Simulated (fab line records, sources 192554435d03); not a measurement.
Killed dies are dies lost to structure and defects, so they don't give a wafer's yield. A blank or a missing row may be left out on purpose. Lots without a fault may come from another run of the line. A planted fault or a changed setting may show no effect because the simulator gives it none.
fab line records | flow n5_finfet
record lots=24 wafers=72 last_day=19
route steps=1938 shown HKMG_FIN@387 GATE_CUT@470
lots that met no fault: from a run of the same line without faults
start_h: hours from the record's first day to the start of the lot's first wafer shown | wait_h: hours since the lot's step before | " the same as in the row above | L1.1+2: a row that stands for several wafers | - no value, or no start given | * or withheld: withheld | < > ~ a bound
route shown NAME@n: a module of which the file shows steps, and the number in the route of the first | usual: mean/standard deviation of fault-free wafers | same: alike in all rows | chamber/n: place in a boat | sites: the reading at each site | _std_site: their standard deviation | _edge_site: outer sites' mean less inner sites' | radius_mm: how far each site lies from the wafer's centre | mask NAME#n: copy n | behind: the tool/chamber that last shaped the wafer | hold: why the lot was held/for how many hours/how that ended | device: the transistor (n, p or np) that didn't switch | end of line: the same wafers' tests at the end of the route | a step without rows: its recipe alone | killed: dies lost to structure and defects at the first sort, not the wafer's yield | map: a wafer's dies, x killed, . not, _ none there
set.NAME: the setting as run; set.NAME@STEP: as run at that earlier step | model.NAME: the simulator's own value behind a step, which no gauge read
steps of the route over a sample of lots; a table a step, a row a wafer
services: from which hour (start_h, from the record's first day; less than 0 if before it) a tool's chamber was out of use, for how many hours, and why
## steps
# step N5_HKMG_FIN_HK_ANNEAL_02
# recipe temp_c=700 time_s=30 ambient=N2 idle_temp_c=600 ramp_up_c_per_s=150 ramp_down_c_per_s=60 cool_to_c=600
# usual lamp_power_pct=8.80/0.054 wafer_temp_C_max=702.9/0.66
# columns lot.wafer tool chamber start_h wait_h lamp_power_pct wafer_temp_C_max
L074.2 rtp_anneal-01 0 73.43 0.1 8.82 703.2
L074.3 " 0 " " 8.86 703.4
L074.4 " 0 " " 8.84 703.0
L076.2 rtp_anneal-01 0 81.56 0.1 8.70 702.7
L076.3 " 0 " " 8.79 702.9
L076.5 " 0 " " 8.89 704.0
L075.4 rtp_anneal-02 0 84.71 0.2 8.81 702.9
L075.5 " 0 " " 8.80 702.6
L075.6 " 0 " " 8.75 702.9
L077.4 rtp_anneal-02 0 90.39 0.4 8.64 703.9
L077.5 " 0 " " 8.78 702.7
L077.6 " 0 " " 8.76 702.1
L078.1 rtp_anneal-02 0 110.00 0.1 8.82 704.1
L078.3 " 0 " " 8.86 702.3
L078.4 " 0 " " 8.73 703.7
L079.2 rtp_anneal-01 0 110.72 0.1 8.82 702.8
L079.5 " 0 " " 8.83 705.0
L079.6 " 0 " " 8.86 702.9
L080.2 rtp_anneal-01 0 112.86 0.2 8.84 703.4
L080.3 " 0 " " 8.78 702.0
L080.6 " 0 " " 8.83 703.5
L081.3 rtp_anneal-01 0 116.22 0.2 8.82 702.4
L081.5 " 0 " " 8.80 702.6
L081.6 " 0 " " 8.80 703.7
L082.2 rtp_anneal-02 0 117.50 0.1 8.81 703.7
L082.4 " 0 " " 8.74 702.0
L082.5 " 0 " " 8.75 703.3
L083.2 rtp_anneal-01 0 125.03 0.1 8.79 702.8
L083.3 " 0 " " 8.81 703.7
L083.6 " 0 " " 8.86 702.2
L084.2 rtp_anneal-01 0 132.46 0.5 8.75 702.2
L084.3 " 0 " " 8.81 701.7
L084.4 " 0 " " 8.89 702.7
L085.1 rtp_anneal-01 0 134.14 0.1 8.84 703.2
L085.2 " 0 " " 8.79 702.6
L085.3 " 0 " " 8.73 704.2
L086.4 rtp_anneal-02 0 150.42 0.3 8.68 703.1
L086.5 " 0 " " 8.76 703.5
L086.6 " 0 " " 8.83 702.8
L087.2 rtp_anneal-01 0 152.65 0.1 8.67 702.2
L087.4 " 0 " " 8.84 703.5
L087.5 " 0 " " 8.81 702.2
L088.2 rtp_anneal-02 0 156.06 0.1 8.90 702.9
L088.3 " 0 " " 8.85 703.3
L088.5 " 0 " " 8.78 701.7
L089.3 rtp_anneal-02 0 161.66 0.2 8.79 703.0
L089.4 " 0 " " 8.78 702.1
L089.5 " 0 " " 8.83 702.5
L090.2 rtp_anneal-02 0 168.79 0.2 8.77 702.6
L090.3 " 0 " " 8.80 702.9
L090.4 " 0 " " 8.78 703.1
L091.1 rtp_anneal-01 0 173.00 0.2 8.88 703.3
L091.3 " 0 " " 8.82 704.0
L091.6 " 0 " " 8.78 703.7
L092.2 rtp_anneal-02 0 177.61 0.1 8.80 703.0
L092.5 " 0 " " 8.76 704.0
L092.6 " 0 " " 8.86 703.0
L093.1 rtp_anneal-01 0 186.43 0.1 8.70 702.8
L093.3 " 0 " " 8.88 703.2
L093.6 " 0 " " 8.84 703.8
L094.1 rtp_anneal-02 0 192.99 0.1 8.84 702.8
L094.2 " 0 " " 8.82 703.3
L094.3 " 0 " " 8.75 703.1
L095.2 rtp_anneal-01 0 197.37 0.1 8.78 702.0
L095.3 " 0 " " 8.87 702.5
L095.6 " 0 " " 8.81 703.2
L096.4 rtp_anneal-01 0 209.47 0.2 8.78 702.6
L096.5 " 0 " " 8.89 702.8
L096.6 " 0 " " 8.79 702.9
L097.1 rtp_anneal-02 0 212.55 0.1 8.86 704.1
L097.3 " 0 " " 8.78 702.2
L097.6 " 0 " " 8.77 702.3
# step N5_HKMG_FIN_DESCUM_17
# recipe chemistry=O2 time_s=7.9 source_power_w=50 bias_power_w=20 pressure_mtorr=20 rf_frequency_hz=2.712e+07 temp_c=40 resist=CAR-ArF o2_flow_sccm=225
# usual drypump_motor_current_A=5.4/0.37 oes_product_au=0.81/0.082 rf_vpp_V=243.6/1.2 showerhead_plenum_p_Torr=2.13/0.051 throttle_valve_pct=20.43/0.18
# columns lot.wafer tool chamber start_h wait_h drypump_motor_current_A oes_product_au rf_hours_counter_h rf_vpp_V showerhead_plenum_p_Torr throttle_valve_pct
L074.2 rie_diel-01 2 77.62 0.0 6.1 0.94 14 245.7 2.24 20.22
L074.3 " 3 " " 5.7 0.97 5 242.0 2.06 20.20
L074.4 " 1 " " 5.9 0.72 186 244.0 2.16 20.35
L076.2 rie_diel-04 0 85.67 0.0 5.7 0.74 189 244.4 2.08 20.56
L076.3 " 1 " " 5.4 1.00 0 243.9 2.06 20.33
L076.5 " 2 " " 5.4 0.91 - 243.1 2.14 20.42
L075.4 rie_diel-02 2 88.80 0.1 5.5 0.74 147 242.7 2.10 20.33
L075.5 " 0 " " 5.7 0.71 - 245.0 2.17 20.83
L075.6 " 1 " " 4.7 0.86 - 243.6 2.12 20.59
L077.4 rie_diel-02 1 94.52 0.0 4.7 0.86 67 243.4 2.12 20.60
L077.5 " 3 " " 5.1 0.76 - 242.8 2.18 20.26
L077.6 " 2 " " 5.5 0.74 - 241.8 2.10 20.34
L078.1 rie_diel-02 1 114.25 0.0 4.7 0.86 75 241.9 2.12 20.61
L078.3 " 3 " " 5.1 0.75 150 244.5 2.17 20.27
L078.4 " 2 " " 5.5 0.74 - 242.3 2.10 20.36
L079.2 rie_diel-02 2 115.16 0.0 5.5 0.75 156 243.9 2.10 20.35
L079.5 " 3 " " 5.1 0.76 - 244.1 2.17 20.29
L079.6 " 2 " " 5.5 0.75 - 244.1 2.09 20.34
L080.2 rie_diel-02 1 117.48 0.2 4.7 0.85 77 243.0 2.12 20.61
L080.3 " 3 " " 5.1 0.75 152 245.7 2.17 20.28
L080.6 " 1 " " 4.7 0.85 - 243.4 2.12 20.60
L081.3 rie_diel-04 3 120.39 0.0 5.6 0.87 34 244.0 2.14 20.43
L081.5 " 2 " " 5.4 0.88 - 243.9 2.14 20.41
L081.6 " 1 " " 5.4 0.94 - 243.3 2.06 20.34
L082.2 rie_diel-02 3 121.60 0.0 5.1 0.75 154 246.0 2.17 20.26
L082.4 " 2 " " 5.5 0.74 160 241.9 2.09 20.37
L082.5 " 2 " " 5.5 0.74 - 245.2 2.09 20.35
L083.2 rie_diel-01 0 129.19 0.0 5.3 0.89 44 245.0 2.21 20.14
L083.3 " 1 " " 5.9 0.70 205 243.7 2.15 20.39
L083.6 " 0 " " 5.3 0.89 - 246.9 2.21 20.15
L084.2 rie_diel-02 2 136.57 0.0 5.5 0.74 165 242.6 2.09 20.36
L084.3 " 1 " " 4.7 0.84 84 242.2 2.11 20.63
L084.4 " 0 " " 5.7 0.70 207 243.9 2.16 20.86
L085.1 rie_diel-04 0 138.18 0.1 5.7 0.73 206 243.7 2.08 20.59
L085.2 " 3 " " 5.6 0.88 41 244.5 2.13 20.42
L085.3 " 1 " " 5.4 0.93 18 242.2 2.05 20.34
L086.4 rie_diel-01 2 154.32 0.0 6.1 0.88 41 245.5 2.23 20.25
L086.5 " 3 " " 5.7 0.89 - 243.2 2.05 20.24
L086.6 " 2 " " 6.1 0.88 - 244.9 2.23 20.26
L087.2 rie_diel-01 1 156.59 0.0 5.9 0.70 211 243.8 2.15 20.41
L087.4 " 0 " " 5.2 0.88 55 245.2 2.21 20.17
L087.5 " 2 " " 6.0 0.88 - 244.9 2.23 20.27
L088.2 rie_diel-04 3 160.66 0.4 5.6 0.86 44 244.3 2.13 20.43
L088.3 " 2 " " 5.4 0.86 62 242.6 2.13 20.46
L088.5 " 1 " " 5.4 0.91 - 243.0 2.05 20.34
L089.3 rie_diel-02 0 165.71 0.0 5.7 0.69 217 244.3 2.16 20.84
L089.4 " 3 " " 5.1 0.73 169 245.3 2.17 20.31
L089.5 " 3 " " 5.1 0.73 - 242.7 2.17 20.30
L090.2 rie_diel-04 3 172.88 0.0 5.6 0.87 48 243.9 2.13 20.43
L090.3 " 2 " " 5.4 0.86 65 244.9 2.13 20.47
L090.4 " 1 " " 5.4 0.90 32 242.8 2.05 20.34
L091.1 rie_diel-01 0 177.13 0.0 5.3 0.87 62 246.6 2.21 20.19
L091.3 " 3 " " 5.7 0.89 39 242.4 2.04 20.26
L091.6 " 3 " " 5.7 0.88 - 243.1 2.04 20.26
L092.2 rie_diel-04 2 182.31 0.5 5.4 0.85 68 243.3 2.13 20.46
L092.5 " 0 " " 5.7 0.71 - 242.7 2.07 20.62
L092.6 " 3 " " 5.6 0.85 - 242.1 2.13 20.47
L093.1 rie_diel-02 3 190.65 0.0 5.0 0.73 179 244.4 2.16 20.32
L093.3 " 2 " " 5.5 0.72 185 241.6 2.08 20.40
L093.6 " 3 " " 5.1 0.73 - 243.1 2.16 20.31
L094.1 rie_diel-02 0 197.05 0.0 5.7 0.69 227 243.3 2.16 20.88
L094.2 " 2 " " 5.5 0.72 187 241.9 2.08 20.39
L094.3 " 1 " " 4.7 0.83 99 243.6 2.11 20.63
L095.2 rie_diel-01 2 201.61 0.0 6.1 0.85 59 244.9 2.22 20.30
L095.3 " 3 " " 5.7 0.87 49 240.8 2.04 20.27
L095.6 " 0 " " 5.3 0.86 - 245.3 2.21 20.18
L096.4 rie_diel-04 0 213.78 0.1 5.8 0.70 - 243.5 2.07 20.64
L096.5 " 2 " " 5.4 0.83 - 242.7 2.13 20.48
L096.6 " 3 " " 5.6 0.85 - 243.3 2.13 20.47
L097.1 rie_diel-04 2 216.86 0.0 5.4 0.84 79 244.6 2.13 20.49
L097.3 " 0 " " 5.7 0.70 234 242.9 2.07 20.65
L097.6 " 0 " " 5.8 0.70 - 242.0 2.07 20.65
# step N5_HKMG_FIN_ALD_21
# recipe material=TiN target_thk_a=15 temp_c=400 ald_precursor_family=TiCl4 ald_co_reactant=NH3 pulse_time_s=1 purge_time_s=3 co_reactant_purge_time_s=2 co_reactant_pulse_time_s=2 ald_cycles=68 pressure_torr=3
# usual chamber_pressure_Torr=3.000/0.006 heater_power_outer_w=566/54 heater_power_w=921/88 precursor_pulse_height_rel=1.003/0.02
# same co_reactant_purge_time_s=2
# columns lot.wafer tool chamber start_h wait_h chamber_pressure_Torr heater_power_outer_w heater_power_w precursor_pulse_height_rel
L074.2 ald_metal-01 2 80.97 0.3 2.991 547 881 0.973
L074.3 " 3 " " 3.004 459 753 0.997
L074.4 " 0 " " 3.003 579 942 0.984
L076.2 ald_metal-01 3 88.81 0.3 2.998 457 758 0.983
L076.3 " 2 " " 2.999 552 876 0.993
L076.5 " 3 " " 3.003 458 764 1.013
L075.4 ald_metal-01 1 92.22 0.1 3.014 653 1117 1.015
L075.5 " 1 " " 3.009 638 1080 0.996
L075.6 " 2 " " 3.006 540 879 0.985
L077.4 ald_metal-01 0 97.66 0.1 2.999 598 921 1.005
L077.5 " 3 " " 3.001 460 763 1.031
L077.6 " 0 " " 3.002 607 926 0.982
L078.1 ald_metal-03 0 117.49 0.3 2.996 556 968 0.989
L078.3 " 1 " " 3.001 587 1030 1.002
L078.4 " 3 " " 2.992 632 1019 0.987
L079.2 ald_metal-02 0 118.41 0.3 2.995 537 837 0.999
L079.5 " 2 " " 2.994 534 910 0.979
L079.6 " 1 " " 2.998 536 830 1.027
L080.2 ald_metal-02 0 120.75 0.3 3.000 533 835 0.999
L080.3 " 1 " " 2.996 540 807 0.971
L080.6 " 1 " " 3.006 545 808 0.994
L081.3 ald_metal-02 1 123.93 0.1 2.985 536 816 1.006
L081.5 " 0 " " 2.993 539 836 1.017
L081.6 " 1 " " 2.986 547 832 1.022
L082.2 ald_metal-03 0 124.95 0.3 3.006 571 996 1.004
L082.4 " 3 " " 3.010 634 995 1.000
L082.5 " 0 " " 2.990 560 988 1.023
L083.2 ald_metal-03 1 132.33 0.3 2.992 562 1008 1.047
L083.3 " 2 " " 2.994 584 941 1.045
L083.6 " 1 " " 2.998 568 980 1.005
L084.2 ald_metal-03 3 139.71 0.3 2.992 641 1018 1.013
L084.3 " 1 " " 3.002 579 982 0.985
L084.4 " 2 " " 3.003 569 935 1.006
L085.1 ald_metal-03 1 141.68 0.3 3.007 593 1031 0.969
L085.2 " 2 " " 2.995 572 928 1.022
L085.3 " 3 " " 2.998 627 1017 0.998
L086.4 ald_metal-03 1 157.50 0.1 2.998 576 998 1.007
L086.5 " 2 " " 2.986 562 926 0.943
L086.6 " 3 " " 2.999 635 1022 0.990
L087.2 ald_metal-03 1 159.83 0.3 3.003 572 995 0.960
L087.4 " 3 " " 3.012 616 1029 0.984
L087.5 " 1 " " 3.001 570 1011 1.004
L088.2 ald_metal-01 2 164.04 0.3 2.990 546 878 1.023
L088.3 " 0 " " 3.000 578 934 0.989
L088.5 " 3 " " 3.005 461 781 1.022
L089.3 ald_metal-02 1 168.93 0.1 3.010 534 820 0.984
L089.4 " 2 " " 3.000 533 919 1.025
L089.5 " 1 " " 3.008 550 822 1.038
L090.2 ald_metal-02 3 176.01 0.3 3.002 654 980 1.015
L090.3 " 1 " " 3.013 546 819 1.007
L090.4 " 0 " " 2.993 540 823 0.964
L091.1 ald_metal-01 0 180.37 0.3 3.000 586 915 1.011
L091.3 " 3 " " 3.009 458 770 0.996
L091.6 " 2 " " 2.997 537 915 1.003
L092.2 ald_metal-02 3 185.51 0.3 2.993 655 990 1.009
L092.5 " 1 " " 3.003 530 823 1.014
L092.6 " 0 " " 2.994 545 859 1.027
L093.1 ald_metal-02 1 193.79 0.3 3.001 548 835 1.006
L093.3 " 3 " " 3.009 648 1005 0.962
L093.6 " 3 " " 3.008 640 966 1.047
L094.1 ald_metal-02 0 200.24 0.3 2.996 535 838 1.013
L094.2 " 1 " " 2.990 533 814 0.999
L094.3 " 2 " " 2.995 516 898 0.986
L095.2 ald_metal-01 0 204.85 0.3 3.008 592 929 1.016
L095.3 " 1 " " 3.008 665 1071 0.955
L095.6 " 3 " " 2.997 460 733 1.034
L096.4 ald_metal-02 2 216.90 0.1 3.000 534 876 0.999
L096.5 " 3 " " 3.003 667 979 1.003
L096.6 " 2 " " 3.005 527 922 0.984
L097.1 ald_metal-03 2 220.00 0.3 2.995 577 925 1.013
L097.3 " 0 " " 2.993 570 983 1.000
L097.6 " 2 " " 3.002 593 937 0.989
# step N5_GATE_CUT_STRIP_59
# recipe chemistry=N2/H2 time_s=20 power_w=100 temp_c=40 pressure_mtorr=100 rf_frequency_hz=6e+07 bias_power_w=3 n2_flow_sccm=300 h2_flow_sccm=300
# usual drypump_motor_current_A=5.5/0.37 oes_product_au=0.78/0.083 rf_vpp_V=45.4/0.81 showerhead_plenum_p_Torr=3.38/0.082 throttle_valve_pct=12.21/0.26
# columns lot.wafer tool chamber start_h wait_h drypump_motor_current_A oes_product_au rf_hours_counter_h rf_vpp_V showerhead_plenum_p_Torr throttle_valve_pct
L074.2 rie_diel-03 1 82.64 0.1 5.1 0.84 54 45.3 3.43 11.91
L074.3 " 3 " " 5.4 0.79 117 45.2 3.40 12.41
L074.4 " 0 " " 6.2 0.69 241 43.9 3.33 12.36
L076.2 rie_diel-03 1 90.61 0.1 5.1 0.85 57 44.7 3.42 11.91
L076.3 " 0 " " 6.3 0.68 244 46.8 3.33 12.38
L076.5 " 3 " " 5.4 0.77 - 45.5 3.40 12.41
L075.4 rie_diel-03 0 93.90 0.1 6.3 0.69 245 45.4 3.33 12.36
L075.5 " 3 " " 5.5 0.77 - 45.2 3.40 12.41
L075.6 " 0 " " 6.3 0.68 - 45.4 3.33 12.38
L077.4 rie_diel-05 3 99.41 0.1 5.4 0.78 103 45.9 3.40 11.88
L077.5 " 0 " " 4.9 0.70 - 44.4 3.35 12.46
L077.6 " 3 " " 5.4 0.78 - 46.1 3.40 11.88
L078.1 rie_diel-06 2 119.16 0.1 5.8 0.81 80 44.3 3.42 12.18
L078.3 " 1 " " 5.7 0.69 240 44.8 3.19 12.48
L078.4 " 3 " " 5.2 0.70 226 45.4 3.32 12.47
L079.2 rie_diel-05 0 120.27 0.1 4.9 0.70 201 45.1 3.35 12.47
L079.5 " 2 " " 5.9 0.83 - 45.6 3.41 12.35
L079.6 " 1 " " 4.9 0.89 - 46.2 3.30 11.82
L080.2 rie_diel-03 1 122.43 0.1 5.1 0.83 67 44.4 3.42 11.94
L080.3 " 2 " " 5.8 0.72 169 45.3 3.48 12.02
L080.6 " 1 " " 5.1 0.84 - 43.7 3.42 11.95
L081.3 rie_diel-06 3 125.66 0.1 5.2 0.72 228 46.4 3.32 12.51
L081.5 " 0 " " 5.4 0.74 - 45.4 3.36 12.44
L081.6 " 1 " " 5.7 0.69 - 46.0 3.19 12.50
L082.2 rie_diel-06 2 126.62 0.1 5.8 0.81 83 46.0 3.42 12.19
L082.4 " 3 " " 5.2 0.70 - 46.7 3.32 12.50
L082.5 " 1 " " 5.8 0.69 - 45.5 3.19 12.50
L083.2 rie_diel-06 1 134.00 0.1 5.7 0.68 246 44.6 3.19 12.49
L083.3 " 3 " " 5.2 0.70 232 44.4 3.32 12.50
L083.6 " 1 " " 5.8 0.68 - 44.9 3.19 12.50
L084.2 rie_diel-06 1 141.70 0.1 5.7 0.68 248 43.6 3.19 12.51
L084.3 " 0 " " 5.4 0.74 186 44.5 3.36 12.45
L084.4 " 3 " " 5.2 0.70 234 45.8 3.32 12.50
L085.1 rie_diel-03 0 143.82 0.1 6.2 0.97 2 43.5 3.32 11.76
L085.2 " 1 " " 5.1 0.84 75 45.8 3.41 11.97
L085.3 " 3 " " 5.4 0.75 139 46.1 3.39 12.45
L086.4 rie_diel-05 3 159.51 0.1 5.4 0.76 120 44.7 3.39 11.93
L086.5 " 3 " " 5.4 0.76 - 45.5 3.39 11.94
L086.6 " 0 " " 4.9 0.70 - 44.6 3.34 12.52
L087.2 rie_diel-05 2 161.55 0.1 5.8 0.81 95 45.5 3.40 12.37
L087.4 " 1 " " 4.9 0.88 53 44.0 3.30 11.87
L087.5 " 2 " " 5.8 0.82 - 46.4 3.40 12.37
L088.2 rie_diel-05 1 165.77 0.1 4.9 0.87 54 45.1 3.30 11.87
L088.3 " 3 " " 5.4 0.77 123 44.9 3.39 11.96
L088.5 " 3 " " 5.4 0.77 - 44.8 3.39 11.95
L089.3 rie_diel-05 3 170.64 0.1 5.4 0.77 125 45.2 3.38 11.95
L089.4 " 0 " " 4.9 0.69 217 46.6 3.34 12.52
L089.5 " 3 " " 5.4 0.76 - 45.3 3.38 11.95
L090.2 rie_diel-03 3 177.69 0.1 5.4 0.74 145 44.3 3.38 12.47
L090.3 " 1 " " 5.1 0.81 82 45.7 3.41 11.96
L090.4 " 0 " " 6.3 0.93 10 43.7 3.32 11.80
L091.1 rie_diel-03 2 182.04 0.1 5.7 0.70 185 46.0 3.48 12.06
L091.3 " 1 " " 5.1 0.82 83 46.3 3.41 11.99
L091.6 " 3 " " 5.4 0.75 - 44.9 3.38 12.45
L092.2 rie_diel-05 2 187.31 0.1 5.8 0.81 104 45.2 3.40 12.41
L092.5 " 0 " " 4.9 0.69 - 46.2 3.34 12.54
L092.6 " 1 " " 4.9 0.87 - 46.3 3.29 11.89
L093.1 rie_diel-06 2 195.46 0.1 5.9 0.78 110 45.3 3.40 12.25
L093.3 " 1 " " 5.7 0.97 5 45.5 3.59 11.90
L093.6 " 2 " " 5.9 0.78 - 45.3 3.40 12.23
L094.1 rie_diel-03 1 201.94 0.1 5.2 0.82 90 46.6 3.41 11.99
L094.2 " 0 " " 6.2 0.91 17 45.4 3.32 11.80
L094.3 " 2 " " 5.8 0.71 191 46.8 3.47 12.07
L095.2 rie_diel-06 3 206.67 0.1 5.1 0.99 3 45.2 3.31 11.93
L095.3 " 0 " " 5.4 0.72 212 45.2 3.34 12.53
L095.6 " 1 " " 5.7 0.95 - 46.3 3.58 11.90
L096.4 rie_diel-06 0 218.57 0.1 5.4 0.71 216 44.5 3.34 12.52
L096.5 " 2 " " 5.8 0.77 - 45.8 3.40 12.26
L096.6 " 1 " " 5.8 0.93 - 46.2 3.58 11.92
L097.1 rie_diel-06 0 221.67 0.1 5.4 0.70 216 44.6 3.34 12.53
L097.3 " 2 " " 5.8 0.77 118 45.5 3.40 12.26
L097.6 " 2 " " 5.8 0.77 - 43.9 3.40 12.28
# step N5_GATE_CUT_CMP_02
# recipe stop_on=SiO2 t_overpolish_s=12.7 post_cmp_clean=alkaline_brush down_force_psi=2.5 platen_rpm=51.8 pad_velocity_m_s=1.0307 target_thk_nm=0
# usual motor_current_A=8.7/0.78 overpolish_run_s=12.700/0.0081 time_to_endpoint_s=25.8/2
# columns lot.wafer tool chamber start_h wait_h motor_current_A overpolish_run_s time_to_endpoint_s
L074.4 cmp-04 1 85.23 0.1 9.5 12.707 26.3
L074.2 " 2 " " 8.5 12.706 28.6
L074.3 " 3 " " 9.3 12.698 26.9
L076.2 cmp-04 3 93.20 0.2 8.8 12.697 22.4
L076.3 " 0 " " 8.9 12.705 25.1
L076.5 " 3 " " 8.9 12.706 25.9
L075.4 cmp-02 0 96.51 0.1 7.4 12.699 24.1
L075.6 " 1 " " 9.5 12.704 25.6
L075.5 " 2 " " 8.7 12.705 22.7
L077.4 cmp-02 1 101.98 0.1 9.8 12.714 29.2
L077.6 " 3 " " 7.2 12.701 26.9
L077.5 " 0 " " 7.3 12.706 26.6
L078.3 cmp-02 2 121.65 0.1 8.6 12.695 22.0
L078.4 " 3 " " 7.6 12.695 26.0
L078.1 " 1 " " 9.4 12.707 25.9
L079.2 cmp-02 1 122.76 0.1 9.4 12.703 27.4
L079.5 " 1 " " 9.7 12.700 28.8
L079.6 " 2 " " 8.7 12.695 26.3
L080.2 cmp-04 1 125.34 0.2 9.9 12.698 24.5
L080.3 " 0 " " 9.1 12.708 25.2
L080.6 " 1 " " 8.9 12.708 24.8
L081.3 cmp-03 1 128.15 0.1 8.7 12.714 24.0
L081.5 " 1 " " 9.1 12.707 24.5
L081.6 " 2 " " 8.4 12.699 26.5
L082.2 cmp-03 1 129.10 0.1 9.3 12.698 22.1
L082.4 " 3 " " 10.9 12.680 30.0
L082.5 " 2 " " 9.0 12.693 26.2
L083.2 cmp-04 1 136.50 0.1 8.9 12.710 20.8
L083.3 " 2 " " 9.0 12.683 28.3
L083.6 " 1 " " 9.2 12.723 26.7
L084.2 cmp-03 0 144.44 0.1 8.7 12.693 26.7
L084.4 " 1 " " 8.7 12.706 22.4
L084.3 " 2 " " 8.8 12.698 27.0
L085.1 cmp-04 3 146.89 0.1 8.9 12.696 23.7
L085.3 " 0 " " 9.1 12.702 23.7
L085.2 " 1 " " 9.0 12.705 23.3
L086.4 cmp-04 3 163.15 0.1 9.0 12.700 22.8
L086.6 " 0 " " 9.3 12.692 24.2
L086.5 " 1 " " 9.3 12.705 23.1
L087.4 cmp-03 1 165.23 0.4 8.4 12.700 28.7
L087.2 " 0 " " 8.6 12.706 28.4
L087.5 " 2 " " 8.5 12.685 30.5
L088.3 cmp-02 1 169.20 0.1 9.0 12.699 28.1
L088.2 " 3 " " 7.7 12.696 27.4
L088.5 " 2 " " 8.4 12.697 25.6
L089.4 cmp-02 2 173.13 0.0 8.3 12.717 23.4
L089.3 " 3 " " 7.9 12.699 25.3
L089.5 " 2 " " 8.3 12.690 24.0
L090.4 cmp-02 3 180.92 0.1 8.0 12.702 29.4
L090.3 " 0 " " 7.1 12.693 26.9
L090.2 " 1 " " 9.5 12.696 27.4
L091.3 cmp-03 2 184.62 0.1 9.0 12.703 30.4
L091.1 " 1 " " 8.8 12.696 25.4
L091.6 " 3 " " 10.5 12.702 29.4
L092.2 cmp-02 0 190.37 0.2 7.5 12.695 24.7
L092.6 " 1 " " 9.2 12.675 27.9
L092.5 " 2 " " 8.4 12.698 23.0
L093.1 cmp-04 3 197.94 0.1 8.9 12.693 24.4
L093.3 " 2 " " 8.6 12.695 24.9
L093.6 " 0 " " 9.1 12.675 24.6
L094.3 cmp-02 1 204.47 0.1 9.4 12.686 28.1
L094.2 " 2 " " 8.2 12.710 24.3
L094.1 " 3 " " 8.2 12.720 25.8
L095.2 cmp-02 1 209.21 0.1 9.2 12.709 27.6
L095.3 " 3 " " 7.5 12.699 27.8
L095.6 " 1 " " 8.8 12.699 26.8
L096.4 cmp-02 2 221.17 0.1 8.4 12.703 24.0
L096.5 " 3 " " 7.5 12.692 26.7
L096.6 " 0 " " 7.4 12.691 25.5
L097.1 cmp-02 2 224.17 0.1 8.5 12.698 21.5
L097.3 " 3 " " 7.4 12.693 25.7
L097.6 " 2 " " 8.5 12.698 24.0
# step N5_GATE_CUT_CD_MEAS_13
# recipe target_cd_nm=20 landing_energy_ev=500 detector=se_inlens
# usual cd_nm=19.99/0.28
# columns lot.wafer tool chamber start_h wait_h cd_nm
L074.2 cd_sem-03 0 85.86 - 19.93
L074.3 " 0 " " 19.88
L074.4 " 0 " " 19.95
L076.2 cd_sem-03 0 93.95 - 19.62
L076.3 " 0 " " 20.16
L076.5 " 0 " " 19.67
L075.4 cd_sem-01 0 97.07 - 19.93
L075.5 " 0 " " 20.33
L075.6 " 0 " " 19.94
L077.4 cd_sem-02 0 102.76 - 20.20
L077.5 " 0 " " 19.72
L077.6 " 0 " " 19.96
L078.1 cd_sem-01 0 122.44 - 19.52
L078.3 " 0 " " 20.02
L078.4 " 0 " " 19.59
L079.2 cd_sem-03 0 123.43 - 20.42
L079.5 " 0 " " 20.37
L079.6 " 0 " " 20.13
L080.2 cd_sem-02 0 126.01 - 19.74
L080.3 " 0 " " 20.20
L080.6 " 0 " " 20.02
L081.3 cd_sem-03 0 128.95 - 20.17
L081.5 " 0 " " 20.23
L081.6 " 0 " " 20.46
L082.2 cd_sem-02 0 129.77 - 20.60
L082.4 " 0 " " 19.97
L082.5 " 0 " " 19.97
L083.2 cd_sem-03 0 137.29 - 20.00
L083.3 " 0 " " 19.87
L083.6 " 0 " " 20.75
L084.2 cd_sem-03 0 145.11 - 20.17
L084.3 " 0 " " 19.65
L084.4 " 0 " " 20.09
L085.1 cd_sem-01 0 147.56 - 19.62
L085.2 " 0 " " 20.05
L085.3 " 0 " " 19.81
L086.4 cd_sem-01 0 163.84 - 20.29
L086.5 " 0 " " 19.85
L086.6 " 0 " " 20.35
L087.2 cd_sem-01 0 166.23 - 20.26
L087.4 " 0 " " 20.15
L087.5 " 0 " " 20.21
L088.2 cd_sem-03 0 169.99 - 19.99
L088.3 " 0 " " 20.14
L088.5 " 0 " " 19.73
L089.3 cd_sem-03 0 173.96 - 20.05
L089.4 " 0 " " 20.31
L089.5 " 0 " " 20.39
L090.2 cd_sem-03 0 181.55 - 19.92
L090.3 " 0 " " 19.75
L090.4 " 0 " " 19.81
L091.1 cd_sem-03 0 185.28 - 19.95
L091.3 " 0 " " 19.68
L091.6 " 0 " " 19.67
L092.2 cd_sem-01 0 190.92 - 19.88
L092.5 " 0 " " 19.84
L092.6 " 0 " " 19.82
L093.1 cd_sem-03 0 198.74 - 19.79
L093.3 " 0 " " 20.27
L093.6 " 0 " " 20.22
L094.1 cd_sem-03 0 205.24 - 19.65
L094.2 " 0 " " 19.79
L094.3 " 0 " " 19.64
L095.2 cd_sem-03 0 209.97 - 20.26
L095.3 " 0 " " 19.62
L095.6 " 0 " " 19.95
L096.4 cd_sem-01 0 221.85 - 20.07
L096.5 " 0 " " 20.50
L096.6 " 0 " " 19.95
L097.1 cd_sem-02 0 224.86 - 19.60
L097.3 " 0 " " 19.74
L097.6 " 0 " " 20.11
## services
# columns tool chamber start_h hours kind
rie_diel-05 - 53.95 0.3 repair
cmp-04 - 69.39 6.2 repair
rie_diel-04 - 89.16 0.4 repair
ald_metal-01 - 91.28 0.6 repair
rie_diel-02 0 113.52 7.3 repair
cmp-02 - 129.15 2.0 repair
rie_diel-02 1 137.28 9.5 repair
rie_diel-06 1 144.27 14.9 repair
rie_diel-04 3 144.66 14.2 repair
rtp_anneal-01 - 145.39 6.2 pm
rie_diel-03 3 152.15 13.5 repair
rie_diel-03 - 157.17 10.0 pm
rie_diel-02 - 159.50 1.4 repair
cmp-04 - 163.51 2.6 repair
rie_diel-05 3 175.74 3.6 repair
cmp-04 - 179.49 2.6 pm
cmp-02 - 184.37 4.0 pm
ald_metal-03 - 186.55 8.7 pm
cmp-04 - 194.34 2.0 repair
rie_diel-02 3 195.74 3.8 repair
rie_diel-04 1 207.48 14.3 repair
rie_diel-03 0 209.33 4.7 repair
rie_diel-04 - 209.64 0.6 repair
rie_diel-04 0 217.81 6.3 repair
## key
fault none
